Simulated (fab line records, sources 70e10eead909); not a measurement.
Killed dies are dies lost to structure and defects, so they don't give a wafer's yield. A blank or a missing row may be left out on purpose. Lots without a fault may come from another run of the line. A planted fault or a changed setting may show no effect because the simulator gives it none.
fab line records | flow nand_harc
record lots=5 wafers=15 last_day=24
route steps=1159 shown A_BLC@982 A_M0@994 END@1159
lots that met no fault: from a run of the same line without faults
start_h: hours from the record's first day to the start of the lot's first wafer shown | wait_h: hours since the lot's step before | " the same as in the row above | L1.1+2: a row that stands for several wafers | - no value, or no start given | * or withheld: withheld | < > ~ a bound
route shown NAME@n: a module of which the file shows steps, and the number in the route of the first | usual: mean/standard deviation of fault-free wafers | same: alike in all rows | chamber/n: place in a boat | sites: the reading at each site | _std_site: their standard deviation | _edge_site: outer sites' mean less inner sites' | radius_mm: how far each site lies from the wafer's centre | mask NAME#n: copy n | behind: the tool/chamber that last shaped the wafer | hold: why the lot was held/for how many hours/how that ended | device: the transistor (n, p or np) that didn't switch | end of line: the same wafers' tests at the end of the route | a step without rows: its recipe alone | killed: dies lost to structure and defects at the first sort, not the wafer's yield | map: a wafer's dies, x killed, . not, _ none there
set.NAME: the setting as run; set.NAME@STEP: as run at that earlier step | model.NAME: the simulator's own value behind a step, which no gauge read
lots at some steps of the route; a table a step, a row a wafer
services: from which hour (start_h, from the record's first day; less than 0 if before it) a tool's chamber was out of use, for how many hours, and why
## steps
# step NHARC_A_BLC_STRIP_29
# recipe cf4_flow_sccm=150 ar_flow_sccm=0 bias_w=0 chemistry=CF4
# step NHARC_A_BLC_STRIP_21
# recipe o2_flow_sccm=500 ar_flow_sccm=0 bias_w=0 chemistry=O2
# usual drypump_motor_current_A=5.6/0.49 oes_product_au=1.002/0.0086 rf_vpp_V=57.6/0.86 showerhead_plenum_p_Torr=3.54/0.12 throttle_valve_pct=17.036/0.0086
# columns lot.wafer tool chamber start_h wait_h drypump_motor_current_A oes_product_au rf_hours_counter_h rf_vpp_V showerhead_plenum_p_Torr throttle_valve_pct
L240.4 rie_diel-03 3 402.30 0.1 5.0 0.999 0 57.0 3.47 17.037
L240.1 " 2 " " 5.0 1.002 0 58.0 3.41 17.021
L240.5 " 0 " " 6.1 1.005 - 58.0 3.65 17.038
L244.2 rie_diel-04 3 408.28 0.1 6.5 1.005 11 57.1 3.55 17.023
L244.1 " 2 " " 5.3 0.997 11 56.9 3.53 17.040
L244.6 " 0 " " 5.3 1.004 - 56.5 3.72 17.028
L255.1 rie_diel-03 0 492.93 0.1 6.1 0.997 9 57.8 3.65 17.032
L255.4 " 2 " " 5.0 1.010 9 56.6 3.40 17.048
L255.6 " 1 " " 5.9 0.994 - 59.5 3.48 17.026
L258.2 rie_diel-03 2 506.22 0.1 5.0 1.009 10 56.8 3.40 17.031
L258.3 " 0 " " 6.1 1.010 11 57.9 3.64 17.043
L258.5 " 2 " " 5.0 1.006 - 55.8 3.40 17.043
L261.4 rie_diel-04 2 515.65 0.1 5.3 1.001 3 56.1 3.53 17.054
L261.2 " 0 " " 5.3 1.007 3 59.1 3.72 17.033
L261.1 " 1 " " 5.3 1.010 4 59.1 3.74 17.047
# step NHARC_A_BLC_STRIP_22
# recipe time_s=600 temp_c=30 chemistry=post_etch_residue_remover
# step NHARC_A_BLC_DEGAS_30
# recipe temp_c=300 time_s=60
# usual heater_power_w=461/46
# same time_s=60
# columns lot.wafer tool chamber start_h wait_h heater_power_w
L240.4 pvd_sputter-01 - 402.72 - 421
L240.1 " - " " 539
L240.5 " - " " 444
L244.1 pvd_sputter-03 - 408.71 - 589
L244.2 " - " " 472
L244.6 " - " " 466
L255.4 pvd_sputter-01 - 493.35 - 466
L255.1 " - " " 432
L255.6 " - " " 451
L258.2 pvd_sputter-02 - 506.67 - 435
L258.3 " - " " 424
L258.5 " - " " 458
L261.4 pvd_sputter-02 - 516.07 - 439
L261.2 " - " " 434
L261.1 " - " " 468
# step NHARC_A_BLC_PRE_CLEAN_31
# recipe time_s=15 bias_v=250 gas=Ar
# step NHARC_A_BLC_PVD_32
# recipe target_thk_a=50 chamber_pressure_pa=5 power_w=5000 substrate_temp_c=200 time_s=17.7 material=Ti
# usual cathode_dc_power_W=5000.0/0.94 substrate_temp_c=199.99/0.16 throttle_valve_pct=29.7/0.97
# same time_s=17.7
# columns lot.wafer tool chamber start_h wait_h cathode_dc_power_W substrate_temp_c throttle_valve_pct
L240.1 pvd_sputter-01 - - - 5000.8 199.95 28.3
L240.4 " - " " 4998.6 200.09 30.2
L240.5 " - " " 5000.9 200.10 28.4
L244.2 pvd_sputter-03 - - - 5000.9 199.84 30.2
L244.1 " - " " 4999.9 199.94 29.9
L244.6 " - " " 5000.0 199.84 30.3
L255.4 pvd_sputter-01 - - - 5000.0 199.83 29.7
L255.1 " - " " 5000.2 200.17 30.7
L255.6 " - " " 5001.1 199.66 28.6
L258.2 pvd_sputter-02 - - - 5000.7 199.64 29.0
L258.3 " - " " 5000.2 199.95 29.7
L258.5 " - " " 4999.9 199.88 29.3
L261.4 pvd_sputter-02 - - - 5001.2 199.81 30.5
L261.1 " - " " 5002.0 200.01 31.0
L261.2 " - " " 5000.0 199.88 29.0
# step NHARC_A_BLC_ALD_23
# recipe target_thk_a=30 pulse_time_s=1 ald_cycles=150 temp_c=450 material=TiN
# step NHARC_A_BLC_CVD_24
# recipe target_thk_a=1500 temp_c=300 pressure_torr=40 wf6_flow_sccm=40 h2_flow_sccm=1600 ar_flow_sccm=1560 time_s=434 material=W
# usual heater_power_w=457/46 mfc_h2_sccm=1600/5.1 throttle_valve_pct=8.0/0.31
# same time_s=434
# columns lot.wafer tool chamber start_h wait_h heater_power_w mfc_h2_sccm throttle_valve_pct
L240.1 cvd_w-02 1 - - 521 1598 8.1
L240.4 " 0 " " 411 1593 7.7
L240.5 " 0 " " 403 1601 7.9
L244.1 cvd_w-02 1 - - 518 1597 8.1
L244.2 " 0 " " 407 1605 7.8
L244.6 " 0 " " 401 1604 7.6
L255.1 cvd_w-01 1 - - 466 1607 7.4
L255.4 " 0 " " 447 1598 8.1
L255.6 " 0 " " 439 1597 7.9
L258.2 cvd_w-01 0 - - 430 1604 8.0
L258.3 " 0 " " 439 1604 8.1
L258.5 " 0 " " 441 1595 8.2
L261.2 cvd_w-01 1 - - 471 1591 7.7
L261.1 " 0 " " 443 1597 8.1
L261.4 " 1 " " 472 1600 7.6
# step NHARC_A_BLC_CMP_25
# recipe t_overpolish_s=30 target_thk_nm=150
# step NHARC_A_BLC_SRD_27
# step NHARC_A_BLC_INSPECT_28
# usual raw_defect_count=459/130
# columns lot.wafer tool chamber start_h wait_h raw_defect_count
L240.1 defect_inspect-01 - 404.15 0.1 368
L240.4 " - " " 437
L240.5 " - " " 326
L244.1 defect_inspect-01 - 410.12 0.1 678
L244.2 " - " " 586
L244.6 " - " " 518
L255.1 defect_inspect-01 - 494.73 0.1 480
L255.4 " - " " 381
L255.6 " - " " 483
L258.2 defect_inspect-01 - 513.94 0.1 583
L258.3 " - " " 600
L258.5 " - " " 759
L261.1 defect_inspect-02 - 517.54 0.1 466
L261.2 " - " " 358
L261.4 " - " " 347
# step NHARC_A_M0_DEP_00
# recipe target_thk_a=1500 target_thk_nm=150 temp_c=withheld pressure_torr=5 flow_sccm=200 rf_w=600 material=SiOC
# usual showerhead_vpp_V=1512/38
# columns lot.wafer tool chamber start_h wait_h showerhead_vpp_V
L240.1 pecvd-02 0 404.34 0.2 1552
L240.4 " 1 " " 1507
L240.5 " 2 " " 1519
L244.1 pecvd-02 0 410.23 0.1 1550
L244.2 " 1 " " 1537
L244.6 " 2 " " 1527
L255.1 pecvd-02 1 494.80 0.1 1517
L255.4 " 1 " " 1499
L255.6 " 0 " " 1538
L258.2 pecvd-03 2 514.00 0.1 1498
L258.3 " 0 " " 1513
L258.5 " 0 " " 1510
L261.2 pecvd-03 2 517.75 0.2 1507
L261.1 " 1 " " 1533
L261.4 " 0 " " 1522
# step NHARC_A_M0_DEHYDRATE_01
# recipe temp_c=150 time_s=120
# step NHARC_A_M0_HMDS_02
# recipe time_s=30
# step NHARC_A_M0_COAT_33
# recipe temp_c=200 time_s=65
# step NHARC_A_M0_COAT_03
# recipe spin_rpm=1500 resist_thk_nm=90
# step NHARC_A_M0_SOFTBAKE_04
# recipe temp_c=105 time_s=55
# step NHARC_A_M0_EBR_05
# step NHARC_A_M0_EXPOSE_06
# recipe na=1.35 target_cd_nm=80 dose_mj=83.25 mask_id=A_M0
# step NHARC_A_M0_PEB_07
# recipe peb_temp_c=100 peb_time_s=65
# step NHARC_A_M0_DEVELOP_08
# recipe develop_time_s=35 dev_temp_c=23
# step NHARC_A_M0_CD_MEAS_09
# recipe target_cd_nm=80 landing_energy_ev=500
# usual cd_nm=80.1/0.61
# columns lot.wafer tool chamber start_h wait_h cd_nm
L240.1 cd_sem-03 0 405.08 - 80.0
L240.4 " 0 " " 80.1
L240.5 " 0 " " 80.7
L244.1 cd_sem-03 0 410.90 - 80.2
L244.2 " 0 " " 80.2
L244.6 " 0 " " 80.7
L255.1 cd_sem-02 0 495.50 - 80.0
L255.4 " 0 " " 80.9
L255.6 " 0 " " 80.7
L258.2 cd_sem-02 0 514.71 - 79.2
L258.3 " 0 " " 80.3
L258.5 " 0 " " 80.4
L261.1 cd_sem-02 0 518.46 - 80.0
L261.2 " 0 " " 80.6
L261.4 " 0 " " 79.9
# step NHARC_A_M0_OVL_MEAS_10
# recipe pitch_nm=160
# usual overlay_x_nm=-0.2/0.85 overlay_y_nm=0.0/0.89
# columns lot.wafer tool chamber start_h wait_h overlay_x_nm overlay_y_nm
L240.1 overlay-02 - 405.17 - -1.6 -0.3
L240.4 " - " " -2.2 -0.1
L240.5 " - " " -1.9 -0.4
L244.1 overlay-01 - 410.98 - -1.0 0.0
L244.2 " - " " -1.9 0.3
L244.6 " - " " -1.9 -0.3
L255.1 overlay-01 - 495.60 - 0.7 2.0
L255.4 " - " " 0.5 1.0
L255.6 " - " " 0.9 1.0
L258.2 overlay-01 - 514.80 - 0.0 -1.5
L258.3 " - " " 0.6 -0.8
L258.5 " - " " 0.5 -0.3
L261.1 overlay-02 - 518.55 - 0.8 -0.8
L261.2 " - " " 1.0 -0.9
L261.4 " - " " 0.3 -1.1
# step NHARC_A_M0_INSPECT_11
# usual raw_defect_count=30/12
# columns lot.wafer tool chamber start_h wait_h raw_defect_count
L240.1 defect_inspect-02 - 405.21 0.0 17
L240.4 " - " " 16
L240.5 " - " " 13
L244.1 defect_inspect-02 - 411.02 0.0 20
L244.2 " - " " 26
L244.6 " - " " 35
L255.1 defect_inspect-01 - 495.64 0.0 47
L255.4 " - " " 38
L255.6 " - " " 468
L258.2 defect_inspect-02 - 514.84 0.0 27
L258.3 " - " " 22
L258.5 " - " " 22
L261.1 defect_inspect-02 - 518.58 0.0 38
L261.2 " - " " 32
L261.4 " - " " 30
# step NHARC_A_M0_DESCUM_14
# recipe time_s=3 o2_flow_sccm=200 ar_flow_sccm=0 bias_power_w=0 chemistry=O2
# usual drypump_motor_current_A=5.7/0.58 oes_product_au=0.999/0.0077 rf_vpp_V=57.9/0.79 showerhead_plenum_p_Torr=1.94/0.077 throttle_valve_pct=11.311/0.0092
# same bias_power_w=0 time_s=3
# columns lot.wafer tool chamber start_h wait_h drypump_motor_current_A oes_product_au rf_hours_counter_h rf_vpp_V showerhead_plenum_p_Torr throttle_valve_pct
L240.4 rie_diel-06 1 405.27 0.1 6.1 0.997 11 58.4 2.00 11.324
L240.1 " 2 " " 5.6 0.993 11 59.4 2.06 11.304
L240.5 " 2 " " 5.6 0.991 - 57.7 2.06 11.319
L244.2 rie_diel-06 1 411.08 0.1 6.1 0.998 11 58.7 2.00 11.298
L244.1 " 2 " " 5.6 1.002 11 58.8 2.06 11.289
L244.6 " 1 " " 6.1 0.998 - 58.8 2.00 11.306
L255.4 rie_diel-06 3 495.70 0.1 5.0 0.991 4 57.3 1.93 11.318
L255.1 " 2 " " 5.6 1.004 3 58.8 2.06 11.311
L255.6 " 0 " " 5.9 0.996 - 58.8 1.98 11.303
L258.3 rie_diel-06 3 514.90 0.1 5.0 1.001 6 57.9 1.93 11.296
L258.2 " 1 " " 6.1 0.991 6 57.1 1.99 11.324
L258.5 " 3 " " 5.0 1.002 - 58.6 1.93 11.309
L261.2 rie_diel-13 1 518.65 0.1 6.8 0.995 5 57.9 1.98 11.322
L261.4 " 2 " " 5.2 0.998 5 58.3 2.00 11.324
L261.1 " 3 " " 6.4 1.007 4 58.4 1.98 11.290
# step NHARC_END_SORT_01
# recipe temp_c=25
# usual defect_limited_yield=95.8/1.2 killed_at_array=24/7.4 killed_at_other=0.5/0.81 killed_at_periphery=3.4/2.3 killed_dies=28/8 killed_open=3.4/1.8 killed_short=2.0/1.4 sort_bin_2_pct=1.3/0.54 sort_bin_3_pct=0.23/0.2 sort_bin_4_pct=2.7/0.77 sort_n_pass=649/8 sort_rim_yield_pct=94.2/2.7 sort_yield_pct=95.8/1.2
# same gross_dies=677 sort_bin_5_pct[%]=0 sort_bin_6_pct[%]=0 sort_bin_7_pct[%]=0 sort_bin_8_pct[%]=0 sort_rim_n_gross=106.00
# columns lot.wafer tool chamber start_h wait_h defect_limited_yield[%] killed_at_array killed_at_other killed_at_periphery killed_dies killed_open killed_short sort_bin_2_pct[%] sort_bin_3_pct[%] sort_bin_4_pct[%] sort_n_pass sort_rim_yield_pct[%] sort_yield_pct[%]
L255.6 prober-01 0 549.98 3.9 87.3 84 0 2 86 3 0 6.9 2.51 3.2 591 81.1 87.3
L258.2 prober-02 0 556.59 2.8 96.8 19 0 3 22 1 2 1.2 0.30 1.8 655 97.2 96.8
L258.3 prober-02 0 557.40 3.1 96.2 19 0 7 26 3 1 1.2 0 2.7 651 94.3 96.2
L258.5 prober-02 0 559.02 3.7 95.4 24 1 6 31 5 2 1.2 0.15 3.2 646 95.3 95.4
# killed by level:class
L255.6 A_M0:unspecified=64 A_CHANNEL_HOLE_D1:chamber_film_flake=8 A_STAIRCASE:chamber_film_flake=4 A_CONTACT:chamber_film_flake=4 A_CONTACT:geometric_particle:open=2 A_CHANNEL_FILL_D1:chamber_film_flake=2 P_M1:geometric_particle:open=1 P_GATE:chamber_film_flake=1
L258.2 A_CHANNEL_HOLE_D1:chamber_film_flake=12 P_GATE:chamber_film_flake=2 A_STAIRCASE:chamber_film_flake=2 A_ONON_D1:geometric_particle:short=1 A_CONTACT:geometric_particle:open=1 A_M0:geometric_particle:short=1 P_STI:chamber_film_flake=1 A_CONTACT:chamber_film_flake=1
L258.3 A_CHANNEL_HOLE_D1:chamber_film_flake=10 P_GATE:chamber_film_flake=4 A_CONTACT:chamber_film_flake=3 A_STAIRCASE:chamber_film_flake=2 P_CONTACT:geometric_particle:open=1 A_SGD_CUT:geometric_particle:short=1 A_CONTACT:geometric_particle:open=1 A_M0:geometric_particle:open=1
L258.5 A_CHANNEL_HOLE_D1:chamber_film_flake=11 A_STAIRCASE:chamber_film_flake=6 P_GATE:chamber_film_flake=5 A_CONTACT:chamber_film_flake=2 P_M0:geometric_particle:open=1 A_CHANNEL_HOLE_D1:geometric_particle:short=1 A_CHANNEL_FILL_D1:geometric_particle:open=1 A_WL_FILL:geometric_particle:open=1
# map L255.6 (x killed, . not)
____________.____________
_________......._________
_______..........._______
______.............______
_____..............._____
____...............x.____
____.................____
___x...........x......___
___............x......___
__...................x.__
__.....................__
_............x.........._
_......................._
_......................._
_............x.........._
_......................._
.........................
.........................
x........................
.............x....x......
xx..............x...xx.x.
_.x................xx..._
_.x...............xxxxxx_
_................xxxxxxx_
_x................xxxxxx_
_xx.............xxxxxxxx_
__......x....x...xxxxxx__
__..........x...xxxxxxx__
___.............xxxxxx___
___.............xxxxxx___
____............xxxxx____
____................x____
_____.............xx_____
______.............______
_______..........._______
_________......._________
____________.____________
# map L244.2 (x killed, . not)
____________.____________
_________......._________
_______x.........._______
______xxxx.........______
_____.xx.....x......_____
____....xx...........____
____.x.........x.....____
___...x..x......x.....___
___...........x.......___
__.....................__
__.....................__
_.x............xx......._
_.............x........._
_......................._
_xx....................._
_......................._
.........................
.........................
..................x.....x
...................x.....
.........................
_..........x............_
_...x..................._
_......................._
_................x......_
_............x.........._
__.....................__
__.....................__
___..............x....___
___...................___
____.........x.......____
____.................____
_____x.............._____
______.x...........______
_______..........._______
_________......._________
____________.____________
## services
# columns tool chamber start_h hours kind
cvd_w-02 - 380.93 13.0 pm
pvd_sputter-02 - 381.98 14.3 repair
rie_diel-03 - 392.52 9.0 pm
pvd_sputter-02 - 396.29 10.0 pm
rie_diel-04 - 396.78 0.3 repair
rie_diel-06 0 397.20 - clean
rie_diel-06 1 397.20 - clean
cvd_w-01 0 404.49 2.8 repair
pecvd-03 - 416.29 0.8 repair
rie_diel-06 - 418.20 9.0 pm
pvd_sputter-01 - 437.04 1.4 repair
rie_diel-06 2 441.79 7.6 repair
pecvd-02 2 443.88 5.0 repair
rie_diel-13 - 453.00 9.0 pm
pvd_sputter-03 - 458.00 10.0 pm
rie_diel-04 - 465.90 9.0 pm
rie_diel-03 2 471.40 2.2 repair
pecvd-03 - 473.28 13.0 pm
cvd_w-01 - 474.92 13.0 pm
rie_diel-03 1 483.38 5.1 repair
rie_diel-13 3 490.21 6.1 repair
pvd_sputter-01 - 503.72 3.3 repair
pvd_sputter-01 - 514.01 10.0 pm
pecvd-02 - 515.04 13.0 pm
## key
first_sign step=NHARC_A_M0_INSPECT_11 reading=raw_defect_count direction=up sigmas=38 usual=30 struck=468
effect step=NHARC_END_SORT_01 reading=killed_at_array direction=up sigmas=8 usual=24 struck=84
more_kills_born_at NHARC_A_M0_DEP_00@pecvd-02=64
met_at NHARC_A_M0_DEP_00
struck_wafers L255.6
onset_between 410.23 494.80
fault kind=chamber_particle_source tool=pecvd-02 chamber=0 onset_h=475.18 steps=NHARC_A_M0_DEP_00 rate_per_visit_cm2=0.72835 end_h=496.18
